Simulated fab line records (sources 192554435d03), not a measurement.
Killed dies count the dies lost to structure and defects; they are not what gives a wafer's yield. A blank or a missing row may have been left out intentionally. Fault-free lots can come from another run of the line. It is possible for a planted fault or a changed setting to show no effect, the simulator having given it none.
fab line records :: flow n5Finfet
record
  lots=6
  wafers=18
  lastDay=17
route steps=1938 shown PASS1_DEP@1831 MIM_BOT@1832 MIM_TOP@1834 MIM_TOP_LITHO@1839
lots with no fault: from the same line, run without faults
startH: hours from the record's opening day to when the first of the lot's shown wafers began :: waitH: hours elapsed since this lot's preceding step :: " the same as in the row above :: L1.1+2: a single row standing in for several wafers :: - no value, or no start given :: * or withheld: withheld :: < > ~ a bound
route shown NAME@n: names a module that has steps shown in the file, with the first one's number in the route :: usual: mean and standard deviation over wafers with no fault :: same: alike in all rows :: chamber/n: place in a boat :: sites: readings site by site :: _std_site: their standard deviation :: _edge_site: mean of outer sites minus mean of inner sites :: radiusMm: for every site, how far away it sits from the centre of the wafer :: mask NAME#n: copy n :: behind: tool/chamber where the wafer was last shaped :: hold: what put the lot on hold/how long, in hours/how the hold closed :: device: the n, p or np transistor that did not switch :: end of line: at the end of the route, the tests of the same wafers :: a step given without rows: its recipe and nothing more :: killed: dies that structure and defects cost at the first sort, which is not the same as the wafer's yield :: map: per-die view of a wafer (x killed, . not killed, _ where there is no die)
set.NAME: setting as actually run; set.NAME@STEP: the setting as run at that earlier step :: model.NAME: the simulator's own value behind a step, which no gauge read
a table for each step, a row for each wafer; lots at some steps of the route
services: a tool's chamber out of use, with start hour (startH, from the record's first day; less than 0 if before it), hours out, and reason
## steps
# step N5_PASSIVATION_PECVD_00
# recipe
  material=SiO2
  targetThkA=2000
  tempC=400
  precursor=SiH4/N2O
  pressureTorr=2.7
  rfW=608
  timeS=11.2
# step N5_MIM_BOT_DEGAS_01
# recipe
  ambient=vacuum
  tempC=300
  timeS=60
# usual
  heaterPowerW=475/50
lot.wafer: L744.1
tool: pvdSputter-01
chamber: -
startH: 274.06
waitH: 1.7
heaterPowerW: 498

lot.wafer: L744.4
tool: pvdSputter-01
chamber: -
startH: 274.06
waitH: 1.7
heaterPowerW: 529

lot.wafer: L744.5
tool: pvdSputter-01
chamber: -
startH: 274.06
waitH: 1.7
heaterPowerW: 384

lot.wafer: L745.2
tool: pvdSputter-03
chamber: -
startH: 274.29
waitH: 1.0
heaterPowerW: 479

lot.wafer: L745.4
tool: pvdSputter-03
chamber: -
startH: 274.29
waitH: 1.0
heaterPowerW: 488

lot.wafer: L745.6
tool: pvdSputter-03
chamber: -
startH: 274.29
waitH: 1.0
heaterPowerW: 466

lot.wafer: L758.1
tool: pvdSputter-01
chamber: -
startH: 365.97
waitH: 1.9
heaterPowerW: 389

lot.wafer: L758.3
tool: pvdSputter-01
chamber: -
startH: 365.97
waitH: 1.9
heaterPowerW: 494

lot.wafer: L758.4
tool: pvdSputter-01
chamber: -
startH: 365.97
waitH: 1.9
heaterPowerW: 508

lot.wafer: L757.2
tool: pvdSputter-01
chamber: -
startH: 366.73
waitH: 1.2
heaterPowerW: 485

lot.wafer: L757.3
tool: pvdSputter-01
chamber: -
startH: 366.73
waitH: 1.2
heaterPowerW: 540

lot.wafer: L757.6
tool: pvdSputter-01
chamber: -
startH: 366.73
waitH: 1.2
heaterPowerW: 494

lot.wafer: L763.2
tool: pvdSputter-02
chamber: -
startH: 387.24
waitH: 1.0
heaterPowerW: 366

lot.wafer: L763.3
tool: pvdSputter-02
chamber: -
startH: 387.24
waitH: 1.0
heaterPowerW: 453

lot.wafer: L763.6
tool: pvdSputter-02
chamber: -
startH: 387.24
waitH: 1.0
heaterPowerW: 500

lot.wafer: L765.3
tool: pvdSputter-03
chamber: -
startH: 400.67
waitH: 1.0
heaterPowerW: 494

lot.wafer: L765.5
tool: pvdSputter-03
chamber: -
startH: 400.67
waitH: 1.0
heaterPowerW: 485

lot.wafer: L765.6
tool: pvdSputter-03
chamber: -
startH: 400.67
waitH: 1.0
heaterPowerW: 474
# step N5_MIM_BOT_SPUTTER_00
# recipe
  material=TiN
  targetThkA=350
  tempC=200
  powerW=3000
  chamberPressurePa=0.49996
  gas=Ar
  reactivePartialPa=0.37997
  timeS=89.7
# usual
  throttleValvePct=29.9/1.2
lot.wafer: L744.1
tool: pvdSputter-01
chamber: -
startH: 274.10
waitH: 0.0
throttleValvePct: 27.9

lot.wafer: L744.4
tool: pvdSputter-01
chamber: -
startH: 274.10
waitH: 0.0
throttleValvePct: 31.5

lot.wafer: L744.5
tool: pvdSputter-01
chamber: -
startH: 274.10
waitH: 0.0
throttleValvePct: 29.9

lot.wafer: L745.2
tool: pvdSputter-03
chamber: -
startH: 274.33
waitH: 0.0
throttleValvePct: 28.2

lot.wafer: L745.4
tool: pvdSputter-03
chamber: -
startH: 274.33
waitH: 0.0
throttleValvePct: 30.7

lot.wafer: L745.6
tool: pvdSputter-03
chamber: -
startH: 274.33
waitH: 0.0
throttleValvePct: 30.9

lot.wafer: L758.1
tool: pvdSputter-01
chamber: -
startH: 366.01
waitH: 0.0
throttleValvePct: 29.8

lot.wafer: L758.3
tool: pvdSputter-01
chamber: -
startH: 366.01
waitH: 0.0
throttleValvePct: 28.0

lot.wafer: L758.4
tool: pvdSputter-01
chamber: -
startH: 366.01
waitH: 0.0
throttleValvePct: 30.4

lot.wafer: L757.2
tool: pvdSputter-01
chamber: -
startH: 366.77
waitH: 0.0
throttleValvePct: 27.8

lot.wafer: L757.3
tool: pvdSputter-01
chamber: -
startH: 366.77
waitH: 0.0
throttleValvePct: 31.4

lot.wafer: L757.6
tool: pvdSputter-01
chamber: -
startH: 366.77
waitH: 0.0
throttleValvePct: 27.7

lot.wafer: L763.2
tool: pvdSputter-02
chamber: -
startH: 387.28
waitH: 0.0
throttleValvePct: 28.5

lot.wafer: L763.3
tool: pvdSputter-02
chamber: -
startH: 387.28
waitH: 0.0
throttleValvePct: 31.0

lot.wafer: L763.6
tool: pvdSputter-02
chamber: -
startH: 387.28
waitH: 0.0
throttleValvePct: 31.3

lot.wafer: L765.3
tool: pvdSputter-03
chamber: -
startH: 400.71
waitH: 0.0
throttleValvePct: 30.5

lot.wafer: L765.5
tool: pvdSputter-03
chamber: -
startH: 400.71
waitH: 0.0
throttleValvePct: 28.2

lot.wafer: L765.6
tool: pvdSputter-03
chamber: -
startH: 400.71
waitH: 0.0
throttleValvePct: 31.3
# step N5_MIM_TOP_ALD_00
# recipe
  material=Al2O3
  targetThkA=*
  tempC=withheld
  aldPrecursorFamily=TMA
  aldCoReactant=O3
  pulseTimeS=withheld
  purgeTimeS=3
  coReactantPurgeTimeS=withheld
  coReactantPulseTimeS=3
  aldCycles=withheld
# usual
  precursorPulseHeightRel=0.998/0.02
lot.wafer: L744.1
tool: aldHk-02
chamber: 2
startH: 274.20
waitH: 0.1
precursorPulseHeightRel: 1.012

lot.wafer: L744.4
tool: aldHk-02
chamber: 3
startH: 274.20
waitH: 0.1
precursorPulseHeightRel: 0.970

lot.wafer: L744.5
tool: aldHk-02
chamber: 1
startH: 274.20
waitH: 0.1
precursorPulseHeightRel: 1.016

lot.wafer: L745.2
tool: aldHk-03
chamber: 2
startH: 274.43
waitH: 0.1
precursorPulseHeightRel: 1.030

lot.wafer: L745.4
tool: aldHk-03
chamber: 3
startH: 274.43
waitH: 0.1
precursorPulseHeightRel: 0.986

lot.wafer: L745.6
tool: aldHk-03
chamber: 1
startH: 274.43
waitH: 0.1
precursorPulseHeightRel: 1.008

lot.wafer: L758.1
tool: aldHk-01
chamber: 2
startH: 366.11
waitH: 0.1
precursorPulseHeightRel: 0.989

lot.wafer: L758.3
tool: aldHk-01
chamber: 3
startH: 366.11
waitH: 0.1
precursorPulseHeightRel: 1.003

lot.wafer: L758.4
tool: aldHk-01
chamber: 1
startH: 366.11
waitH: 0.1
precursorPulseHeightRel: 1.035

lot.wafer: L757.2
tool: aldHk-03
chamber: 3
startH: 366.87
waitH: 0.1
precursorPulseHeightRel: 1.000

lot.wafer: L757.3
tool: aldHk-03
chamber: 0
startH: 366.87
waitH: 0.1
precursorPulseHeightRel: 1.017

lot.wafer: L757.6
tool: aldHk-03
chamber: 0
startH: 366.87
waitH: 0.1
precursorPulseHeightRel: 1.017

lot.wafer: L763.2
tool: aldHk-02
chamber: 3
startH: 387.38
waitH: 0.1
precursorPulseHeightRel: 1.004

lot.wafer: L763.3
tool: aldHk-02
chamber: 0
startH: 387.38
waitH: 0.1
precursorPulseHeightRel: 0.986

lot.wafer: L763.6
tool: aldHk-02
chamber: 2
startH: 387.38
waitH: 0.1
precursorPulseHeightRel: 0.973

lot.wafer: L765.3
tool: aldHk-02
chamber: 1
startH: 400.81
waitH: 0.1
precursorPulseHeightRel: 1.001

lot.wafer: L765.5
tool: aldHk-02
chamber: 0
startH: 400.81
waitH: 0.1
precursorPulseHeightRel: 1.033

lot.wafer: L765.6
tool: aldHk-02
chamber: 3
startH: 400.81
waitH: 0.1
precursorPulseHeightRel: 0.994
# step N5_MIM_TOP_ALD_01
# recipe
  material=HfO2
  targetThkA=56
  tempC=withheld
  aldPrecursorFamily=Hf-amide
  aldCoReactant=O3
  pulseTimeS=1
  purgeTimeS=3
  coReactantPurgeTimeS=2
  coReactantPulseTimeS=3
  aldCycles=62
# step N5_MIM_TOP_ALD_02
# recipe
  material=Al2O3
  targetThkA=*
  tempC=withheld
  aldPrecursorFamily=TMA
  aldCoReactant=O3
  pulseTimeS=withheld
  purgeTimeS=3
  coReactantPurgeTimeS=withheld
  coReactantPulseTimeS=3
  aldCycles=withheld
# usual
  precursorPulseHeightRel=0.999/0.021
lot.wafer: L744.1
tool: aldHk-02
chamber: 2
startH: -
waitH: -
precursorPulseHeightRel: 0.978

lot.wafer: L744.4
tool: aldHk-02
chamber: 3
startH: -
waitH: -
precursorPulseHeightRel: 1.008

lot.wafer: L744.5
tool: aldHk-02
chamber: 1
startH: -
waitH: -
precursorPulseHeightRel: 1.019

lot.wafer: L745.2
tool: aldHk-03
chamber: 2
startH: -
waitH: -
precursorPulseHeightRel: 0.985

lot.wafer: L745.4
tool: aldHk-03
chamber: 3
startH: -
waitH: -
precursorPulseHeightRel: 1.004

lot.wafer: L745.6
tool: aldHk-03
chamber: 1
startH: -
waitH: -
precursorPulseHeightRel: 0.988

lot.wafer: L758.1
tool: aldHk-01
chamber: 2
startH: -
waitH: -
precursorPulseHeightRel: 0.979

lot.wafer: L758.3
tool: aldHk-01
chamber: 3
startH: -
waitH: -
precursorPulseHeightRel: 1.006

lot.wafer: L758.4
tool: aldHk-01
chamber: 1
startH: -
waitH: -
precursorPulseHeightRel: 1.013

lot.wafer: L757.2
tool: aldHk-03
chamber: 3
startH: -
waitH: -
precursorPulseHeightRel: 0.971

lot.wafer: L757.3
tool: aldHk-03
chamber: 0
startH: -
waitH: -
precursorPulseHeightRel: 1.010

lot.wafer: L757.6
tool: aldHk-03
chamber: 0
startH: -
waitH: -
precursorPulseHeightRel: 0.978

lot.wafer: L763.2
tool: aldHk-02
chamber: 3
startH: -
waitH: -
precursorPulseHeightRel: 1.026

lot.wafer: L763.3
tool: aldHk-02
chamber: 0
startH: -
waitH: -
precursorPulseHeightRel: 0.996

lot.wafer: L763.6
tool: aldHk-02
chamber: 2
startH: -
waitH: -
precursorPulseHeightRel: 1.021

lot.wafer: L765.3
tool: aldHk-02
chamber: 1
startH: -
waitH: -
precursorPulseHeightRel: 0.973

lot.wafer: L765.5
tool: aldHk-02
chamber: 0
startH: -
waitH: -
precursorPulseHeightRel: 0.987

lot.wafer: L765.6
tool: aldHk-02
chamber: 3
startH: -
waitH: -
precursorPulseHeightRel: 0.977
# step N5_MIM_TOP_DEGAS_04
# recipe
  ambient=vacuum
  tempC=300
  timeS=60
# step N5_MIM_TOP_SPUTTER_03
# recipe
  material=TiN
  targetThkA=350
  tempC=200
  powerW=3000
  chamberPressurePa=0.49996
  gas=Ar
  reactivePartialPa=0.37997
  timeS=89.7
# usual
  throttleValvePct=30.0/1.2
lot.wafer: L744.1
tool: pvdSputter-01
chamber: -
startH: 275.02
waitH: 0.0
throttleValvePct: 31.5

lot.wafer: L744.4
tool: pvdSputter-01
chamber: -
startH: 275.02
waitH: 0.0
throttleValvePct: 30.8

lot.wafer: L744.5
tool: pvdSputter-01
chamber: -
startH: 275.02
waitH: 0.0
throttleValvePct: 28.0

lot.wafer: L745.2
tool: pvdSputter-01
chamber: -
startH: 275.30
waitH: 0.0
throttleValvePct: 31.5

lot.wafer: L745.4
tool: pvdSputter-01
chamber: -
startH: 275.30
waitH: 0.0
throttleValvePct: 29.8

lot.wafer: L745.6
tool: pvdSputter-01
chamber: -
startH: 275.30
waitH: 0.0
throttleValvePct: 31.6

lot.wafer: L758.1
tool: pvdSputter-01
chamber: -
startH: 367.37
waitH: 0.0
throttleValvePct: 27.7

lot.wafer: L758.3
tool: pvdSputter-01
chamber: -
startH: 367.37
waitH: 0.0
throttleValvePct: 29.9

lot.wafer: L758.4
tool: pvdSputter-01
chamber: -
startH: 367.37
waitH: 0.0
throttleValvePct: 31.5

lot.wafer: L757.2
tool: pvdSputter-01
chamber: -
startH: 367.63
waitH: 0.0
throttleValvePct: 27.8

lot.wafer: L757.3
tool: pvdSputter-01
chamber: -
startH: 367.63
waitH: 0.0
throttleValvePct: 29.5

lot.wafer: L757.6
tool: pvdSputter-01
chamber: -
startH: 367.63
waitH: 0.0
throttleValvePct: 27.6

lot.wafer: L763.2
tool: pvdSputter-02
chamber: -
startH: 388.48
waitH: 0.0
throttleValvePct: 29.7

lot.wafer: L763.3
tool: pvdSputter-02
chamber: -
startH: 388.48
waitH: 0.0
throttleValvePct: 28.6

lot.wafer: L763.6
tool: pvdSputter-02
chamber: -
startH: 388.48
waitH: 0.0
throttleValvePct: 31.3

lot.wafer: L765.3
tool: pvdSputter-03
chamber: -
startH: 401.33
waitH: 0.0
throttleValvePct: 30.8

lot.wafer: L765.5
tool: pvdSputter-03
chamber: -
startH: 401.33
waitH: 0.0
throttleValvePct: 28.8

lot.wafer: L765.6
tool: pvdSputter-03
chamber: -
startH: 401.33
waitH: 0.0
throttleValvePct: 31.0
# step N5_MIM_TOP_LITHO_HMDS_01
# recipe
  timeS=60
  tempC=120
# step N5_MIM_TOP_LITHO_COAT_02
# recipe
  spinRpm=*
  resistThkNm=*
# step N5_MIM_TOP_LITHO_EBR_04
# recipe
  solvent=PGMEA
  ebrWidthMm=1.5
# step N5_MIM_TOP_LITHO_SOFTBAKE_03
# recipe
  tempC=100
  timeS=90
# step N5_MIM_TOP_LITHO_EXPOSE_05
# recipe
  maskId=MIM_TOP
  na=0.55
  sourceShape=conventional
  sigmaOuter=0.8
  polarization=unpolarized
  targetCdNm=2000
  doseMj=20.5
# usual
  exposureDoseMJCm2=20.487/0.024
  focusOffsetNm=0.0/0.52
  stageVelMmS=499.97/0.21
lot.wafer: L744.1
tool: krfScanner-02
chamber: 0
startH: 275.26
waitH: -
mask: MIM_TOP#0
exposureDoseMJCm2: 20.496
focusOffsetNm: 1.0
stageVelMmS: 499.59

lot.wafer: L744.4
tool: krfScanner-02
chamber: 0
startH: 275.26
waitH: -
mask: MIM_TOP#0
exposureDoseMJCm2: 20.459
focusOffsetNm: 0.3
stageVelMmS: 499.95

lot.wafer: L744.5
tool: krfScanner-02
chamber: 0
startH: 275.26
waitH: -
mask: MIM_TOP#0
exposureDoseMJCm2: 20.482
focusOffsetNm: 0.4
stageVelMmS: 500.07

lot.wafer: L745.2
tool: krfScanner-02
chamber: 0
startH: 275.52
waitH: -
mask: MIM_TOP#0
exposureDoseMJCm2: 20.469
focusOffsetNm: 0.0
stageVelMmS: 499.75

lot.wafer: L745.4
tool: krfScanner-02
chamber: 0
startH: 275.52
waitH: -
mask: MIM_TOP#0
exposureDoseMJCm2: 20.466
focusOffsetNm: -0.3
stageVelMmS: 499.82

lot.wafer: L745.6
tool: krfScanner-02
chamber: 0
startH: 275.52
waitH: -
mask: MIM_TOP#0
exposureDoseMJCm2: 20.486
focusOffsetNm: 0.2
stageVelMmS: 499.70

lot.wafer: L758.1
tool: krfScanner-02
chamber: 0
startH: 367.58
waitH: -
mask: MIM_TOP#0
exposureDoseMJCm2: 21.484
focusOffsetNm: 0.2
stageVelMmS: 499.85

lot.wafer: L758.3
tool: krfScanner-02
chamber: 0
startH: 367.58
waitH: -
mask: MIM_TOP#0
exposureDoseMJCm2: 21.470
focusOffsetNm: 0.5
stageVelMmS: 499.50

lot.wafer: L758.4
tool: krfScanner-02
chamber: 0
startH: 367.58
waitH: -
mask: MIM_TOP#0
exposureDoseMJCm2: 21.459
focusOffsetNm: 0.6
stageVelMmS: 500.05

lot.wafer: L757.2
tool: krfScanner-02
chamber: 0
startH: 367.97
waitH: -
mask: MIM_TOP#0
exposureDoseMJCm2: 21.295
focusOffsetNm: 0.2
stageVelMmS: 500.11

lot.wafer: L757.3
tool: krfScanner-02
chamber: 0
startH: 367.97
waitH: -
mask: MIM_TOP#0
exposureDoseMJCm2: 21.311
focusOffsetNm: 0.4
stageVelMmS: 499.83

lot.wafer: L757.6
tool: krfScanner-02
chamber: 0
startH: 367.97
waitH: -
mask: MIM_TOP#0
exposureDoseMJCm2: 21.314
focusOffsetNm: 0.9
stageVelMmS: 499.78

lot.wafer: L763.2
tool: krfScanner-01
chamber: 0
startH: 388.83
waitH: -
mask: MIM_TOP#0
exposureDoseMJCm2: 20.490
focusOffsetNm: 0.2
stageVelMmS: 499.88

lot.wafer: L763.3
tool: krfScanner-01
chamber: 0
startH: 388.83
waitH: -
mask: MIM_TOP#0
exposureDoseMJCm2: 20.464
focusOffsetNm: -0.3
stageVelMmS: 499.89

lot.wafer: L763.6
tool: krfScanner-01
chamber: 0
startH: 388.83
waitH: -
mask: MIM_TOP#0
exposureDoseMJCm2: 20.480
focusOffsetNm: 0.2
stageVelMmS: 499.78

lot.wafer: L765.3
tool: krfScanner-01
chamber: 0
startH: 401.56
waitH: -
mask: MIM_TOP#0
exposureDoseMJCm2: 20.475
focusOffsetNm: 0.4
stageVelMmS: 500.02

lot.wafer: L765.5
tool: krfScanner-01
chamber: 0
startH: 401.56
waitH: -
mask: MIM_TOP#0
exposureDoseMJCm2: 20.494
focusOffsetNm: 0.4
stageVelMmS: 499.78

lot.wafer: L765.6
tool: krfScanner-01
chamber: 0
startH: 401.56
waitH: -
mask: MIM_TOP#0
exposureDoseMJCm2: 20.497
focusOffsetNm: 0.1
stageVelMmS: 500.07
# step N5_MIM_TOP_LITHO_PEB_06
# recipe
  pebTempC=withheld
  pebTimeS=*
# step N5_MIM_TOP_LITHO_DEVELOP_07
# recipe
  developTimeS=60
  rinseLiquid=diw
  dry=airSpin
  devTempC=21
# step N5_MIM_TOP_LITHO_HARDBAKE_09
# recipe
  tempC=130
  timeS=120
# step N5_MIM_TOP_LITHO_CD_MEAS_08
# recipe
  targetCdNm=2000
  landingEnergyEv=500
  detector=seInlens
# usual
  cdNm=1999.8/1.8
lot.wafer: L744.1
tool: cdSem-01
chamber: 0
startH: 275.43
waitH: -
cdNm: 2000.4

lot.wafer: L744.4
tool: cdSem-01
chamber: 0
startH: 275.43
waitH: -
cdNm: 2000.0

lot.wafer: L744.5
tool: cdSem-01
chamber: 0
startH: 275.43
waitH: -
cdNm: 2002.4

lot.wafer: L745.2
tool: cdSem-03
chamber: 0
startH: 275.69
waitH: -
cdNm: 1999.4

lot.wafer: L745.4
tool: cdSem-03
chamber: 0
startH: 275.69
waitH: -
cdNm: 1999.7

lot.wafer: L745.6
tool: cdSem-03
chamber: 0
startH: 275.69
waitH: -
cdNm: 1998.8

lot.wafer: L758.1
tool: cdSem-01
chamber: 0
startH: 367.76
waitH: -
cdNm: 1990.8

lot.wafer: L758.3
tool: cdSem-01
chamber: 0
startH: 367.76
waitH: -
cdNm: 1991.8

lot.wafer: L758.4
tool: cdSem-01
chamber: 0
startH: 367.76
waitH: -
cdNm: 1994.2

lot.wafer: L757.2
tool: cdSem-01
chamber: 0
startH: 368.15
waitH: -
cdNm: 1994.8

lot.wafer: L757.3
tool: cdSem-01
chamber: 0
startH: 368.15
waitH: -
cdNm: 1995.9

lot.wafer: L757.6
tool: cdSem-01
chamber: 0
startH: 368.15
waitH: -
cdNm: 1992.8

lot.wafer: L763.2
tool: cdSem-02
chamber: 0
startH: 389.00
waitH: -
cdNm: 2003.7

lot.wafer: L763.3
tool: cdSem-02
chamber: 0
startH: 389.00
waitH: -
cdNm: 2001.1

lot.wafer: L763.6
tool: cdSem-02
chamber: 0
startH: 389.00
waitH: -
cdNm: 2001.4

lot.wafer: L765.3
tool: cdSem-02
chamber: 0
startH: 401.73
waitH: -
cdNm: 1998.4

lot.wafer: L765.5
tool: cdSem-02
chamber: 0
startH: 401.73
waitH: -
cdNm: 2001.0

lot.wafer: L765.6
tool: cdSem-02
chamber: 0
startH: 401.73
waitH: -
cdNm: 1999.7
# step N5_MIM_TOP_LITHO_OVL_MEAS_11
# recipe
  pointsPerWafer=44
# usual
  MIM_TOP_OVL=3/6
lot.wafer: L744.1
tool: overlay-01
chamber: 0
startH: 275.46
waitH: 0.0
MIM_TOP_OVL[nm]: -7

lot.wafer: L744.4
tool: overlay-01
chamber: 0
startH: 275.46
waitH: 0.0
MIM_TOP_OVL[nm]: 0

lot.wafer: L744.5
tool: overlay-01
chamber: 0
startH: 275.46
waitH: 0.0
MIM_TOP_OVL[nm]: -3

lot.wafer: L745.2
tool: overlay-02
chamber: 0
startH: 275.72
waitH: 0.0
MIM_TOP_OVL[nm]: 4

lot.wafer: L745.4
tool: overlay-02
chamber: 0
startH: 275.72
waitH: 0.0
MIM_TOP_OVL[nm]: 0

lot.wafer: L745.6
tool: overlay-02
chamber: 0
startH: 275.72
waitH: 0.0
MIM_TOP_OVL[nm]: 4

lot.wafer: L758.1
tool: overlay-01
chamber: 0
startH: 367.79
waitH: 0.0
MIM_TOP_OVL[nm]: -1

lot.wafer: L758.3
tool: overlay-01
chamber: 0
startH: 367.79
waitH: 0.0
MIM_TOP_OVL[nm]: 1

lot.wafer: L758.4
tool: overlay-01
chamber: 0
startH: 367.79
waitH: 0.0
MIM_TOP_OVL[nm]: 3

lot.wafer: L757.2
tool: overlay-01
chamber: 0
startH: 368.18
waitH: 0.0
MIM_TOP_OVL[nm]: 8

lot.wafer: L757.3
tool: overlay-01
chamber: 0
startH: 368.18
waitH: 0.0
MIM_TOP_OVL[nm]: 7

lot.wafer: L757.6
tool: overlay-01
chamber: 0
startH: 368.18
waitH: 0.0
MIM_TOP_OVL[nm]: 2

lot.wafer: L763.2
tool: overlay-02
chamber: 0
startH: 389.03
waitH: 0.0
MIM_TOP_OVL[nm]: 1

lot.wafer: L763.3
tool: overlay-02
chamber: 0
startH: 389.03
waitH: 0.0
MIM_TOP_OVL[nm]: 5

lot.wafer: L763.6
tool: overlay-02
chamber: 0
startH: 389.03
waitH: 0.0
MIM_TOP_OVL[nm]: 4

lot.wafer: L765.3
tool: overlay-01
chamber: 0
startH: 401.76
waitH: 0.0
MIM_TOP_OVL[nm]: 12

lot.wafer: L765.5
tool: overlay-01
chamber: 0
startH: 401.76
waitH: 0.0
MIM_TOP_OVL[nm]: 2

lot.wafer: L765.6
tool: overlay-01
chamber: 0
startH: 401.76
waitH: 0.0
MIM_TOP_OVL[nm]: 6
## services
tool: krfScanner-01
chamber: -
startH: 250.84
hours: 1.0
kind: pm

tool: pvdSputter-03
chamber: -
startH: 254.06
hours: 7.5
kind: repair

tool: krfScanner-01
chamber: -
startH: 273.01
hours: 4.0
kind: pm

tool: krfScanner-01
chamber: -
startH: 279.73
hours: 1.3
kind: pm

tool: krfScanner-01
chamber: 0
startH: 294.18
hours: -
kind: calibration

tool: aldHk-02
chamber: -
startH: 300.51
hours: 8.7
kind: pm

tool: krfScanner-02
chamber: -
startH: 311.07
hours: 4.0
kind: pm

tool: krfScanner-01
chamber: -
startH: 314.06
hours: 2.6
kind: repair

tool: aldHk-03
chamber: -
startH: 324.71
hours: 0.8
kind: repair

tool: aldHk-01
chamber: -
startH: 336.89
hours: 8.7
kind: pm

tool: krfScanner-01
chamber: -
startH: 338.39
hours: 4.4
kind: pm

tool: pvdSputter-01
chamber: -
startH: 351.60
hours: 5.5
kind: repair

tool: krfScanner-02
chamber: -
startH: 359.60
hours: 1.0
kind: pm

tool: krfScanner-02
chamber: -
startH: 368.55
hours: 1.3
kind: pm

tool: krfScanner-02
chamber: -
startH: 369.85
hours: 3.6
kind: pm

tool: aldHk-03
chamber: -
startH: 370.86
hours: 8.7
kind: pm

tool: krfScanner-02
chamber: -
startH: 379.76
hours: 4.4
kind: pm

tool: krfScanner-01
chamber: -
startH: 389.21
hours: 0.8
kind: pm

tool: aldHk-02
chamber: -
startH: 391.50
hours: 2.8
kind: pm

tool: krfScanner-02
chamber: 0
startH: 394.79
hours: -
kind: calibration
## key
firstSign
  step=N5_MIM_TOP_LITHO_EXPOSE_05
  reading=exposureDoseMJCm2
  direction=up
  sigmas=37
  usual=20.487
  struck=21.389
effect
  step=N5_MIM_TOP_LITHO_CD_MEAS_08
  reading=cdNm
  direction=down
  sigmas=3.4
  usual=1999.8
  struck=1993.4
  through=controlLoop
metAt N5_MIM_TOP_LITHO_EXPOSE_05
struckWafers L757.2,L757.3,L757.6,L758.1,L758.3,L758.4
loopTrim
  step=N5_MIM_TOP_LITHO_EXPOSE_05
  setting=dose
  lots=L757
onsetBetween 275.52 367.58
fault
  kind=processParameterDrift
  tool=krfScanner-02
  chamber=-
  onsetH=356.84
  steps=N5_MIM_TOP_LITHO_EXPOSE_05
  channel=doseMj
  offset=0.99089
  shape=step
  actsIn=theseRecipesOnly
  stated=20.5
# loopTrim: a control loop set the setting to another value than it would have without faults
